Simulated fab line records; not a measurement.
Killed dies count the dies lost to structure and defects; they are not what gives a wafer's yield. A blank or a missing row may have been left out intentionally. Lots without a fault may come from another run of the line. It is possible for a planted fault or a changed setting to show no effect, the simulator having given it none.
Struck lot and sound lot, side by side / flow n5Finfet / 23 out of 1938 route steps
Sound: these wafers, L720.2, L720.3, L720.6. Wafers struck: L740.2, L740.3, L740.4. Last of all comes the cause.
Per side, at each step with rows, come the tool, then ch with its chambers, and then its first start. Under that, the readings that differ: sound wafers / struck wafers / difference of the means / sigmas: that difference in standard deviations of wafers without a fault.
alike: words and numbers the same on both sides, and readings whose means are apart by under 2 such deviations; not compared: readings that were withheld, readings missing a value for some wafer, numbers with overlapping values and no deviation given by the record, and bounds like >300 which may hide the same value.
Wherever a step has rows on one side only, a row that says differs or no value, or a row with sigmas, the two part there. Numbers that don't overlap but have no deviation are shown without sigmas and don't part them. A reading missing from all wafers of one side parts the sides only when that side holds two or more wafers.

first, 9 steps without rows for these wafers: N5_DUMMY_GATE_COAT_09 (resist thk 30 nm); N5_DUMMY_GATE_EBR_11; N5_DUMMY_GATE_SOFTBAKE_10 (time 60 s); N5_DUMMY_GATE_EXPOSE_12 (exposes mask GATE, target cd 25 nm); N5_DUMMY_GATE_PEB_13 (peb time 60 s); N5_DUMMY_GATE_DEVELOP_14 (develop time 30 s); N5_DUMMY_GATE_DESCUM_20 (chemistry O2, time 6.2 s); N5_DUMMY_GATE_ETCH_29 (etches underlayer in N2/H2, target depth 13 nm); N5_DUMMY_GATE_ETCH_36 (etches SiARC in CF4, target depth 13 nm).
N5_DUMMY_GATE_ETCH_37: etches SOC in N2/H2, target depth 60 nm, overetch 30 nm.
  sound on rieDiel-04 ch 1,2,3, day 2 23:26; struck on rieDiel-04 ch 0,1,2, day 7 22:53
reading=rfFwdPowerW (W); sound=832 836 838; struck=1034 1038 1032; difference=+199; sigmas=+55
reading=rfVppV (V); sound=523.4 523.5 529.0; struck=486.3 491.4 486.4; difference=-37.3; sigmas=-15
reading=model.SiARC_of_DUMMY_GATE_COAT_35.thkNm (nm); sound=5 5.2 5; struck=4.4 4.4 4.6; difference=-0.6; sigmas=
  alike: drypumpMotorCurrentA, oesProductAu, showerheadPlenumPTorr, throttleValvePct
  not compared: rfHoursCounterH
then, 2 steps without rows for these wafers: N5_DUMMY_GATE_STRIP_38 (strips in N2/H2); N5_DUMMY_GATE_STRIP_39 (strips in N2/H2).
N5_DUMMY_GATE_TRIM_49: chemistry O2, time 29 s, target cd 14 nm.
  sound on rieSi-03 ch 1,2, day 2 23:31; struck on rieSi-02 ch 0,1,2, day 7 22:58
  alike: drypumpMotorCurrentA, oesProductAu, throttleValvePct
  not compared: rfHoursCounterH, model.DUMMY_GATE.cdNm
then, 7 steps without rows for these wafers: N5_DUMMY_GATE_STRIP_40 (strips in CF4); N5_DUMMY_GATE_ETCH_31 (etches SiO2 in C4F6/O2, target depth 82.5 nm, time 27.5 s); N5_DUMMY_GATE_STRIP_41 (strips in O2); N5_DUMMY_GATE_HM_OPEN_21 (chemistry CH3F/O2, target SiNx, target depth 120 nm, time 171.4 s); N5_DUMMY_GATE_ETCH_32 (etches SiO2 in CF4, target depth 3.5 nm, time 3.9 s); N5_DUMMY_GATE_ETCH_23 (etches poly-Si in HBr/Cl2/O2, target depth 41 nm, time 22.3 s); N5_DUMMY_GATE_ETCH_44 (etches poly-Si in HBr/O2, stops on SiO2, target depth 127.5 nm).
N5_DUMMY_GATE_ETCH_42: etches SiO2 in CHF3/O2, target depth 3.5 nm, time 31 s.
  sound on rieDiel-02 ch 1,2, day 3 00:24; struck on rieDiel-02 ch 1,3, day 7 23:41
reading=model.DUMMY_GATE.cdNm (nm); sound=15.4 15.4 15.2; struck=14.4 14.8 15; difference=-0.6; sigmas=
  alike: drypumpMotorCurrentA, oesProductAu, rfFwdPowerW, rfVppV, showerheadPlenumPTorr, throttleValvePct
  not compared: rfHoursCounterH
then, 1 step without rows for these wafers: N5_DUMMY_GATE_STRIP_48 (strips in N2/H2, time 20 s).
-- record jumps: 5 days separate the struck wafers' starts on either side; left off in module DUMMY_GATE, taken up again in module BEOL_M4, whose first shown step is the route's number 1111 --
N5_BEOL_M4_RC_MEAS_101:
  sound on prober-02 ch 0, day 7 18:53; struck on prober-02 ch 0, day 12 17:45
reading=ION_P (uA/um); sound=471 473 472; struck=458 453 451; difference=-18; sigmas=-2
reading=VT_P (mV); sound=-247 -245 -246; struck=-251 -256 -257; difference=-9; sigmas=-2
  alike: DIBL_N, DIBL_P, IOFF_N, IOFF_P, ION_N, SS_N, SS_P, VT_N

== WHERE THEY PART ==
First at N5_DUMMY_GATE_ETCH_37; last, within this record, at N5_BEOL_M4_RC_MEAS_101.

WHY: whatever the simulator had introduced
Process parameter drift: rieDiel-04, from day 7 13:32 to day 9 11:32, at N5_DUMMY_GATE_ETCH_37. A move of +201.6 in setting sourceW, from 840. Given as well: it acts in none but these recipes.
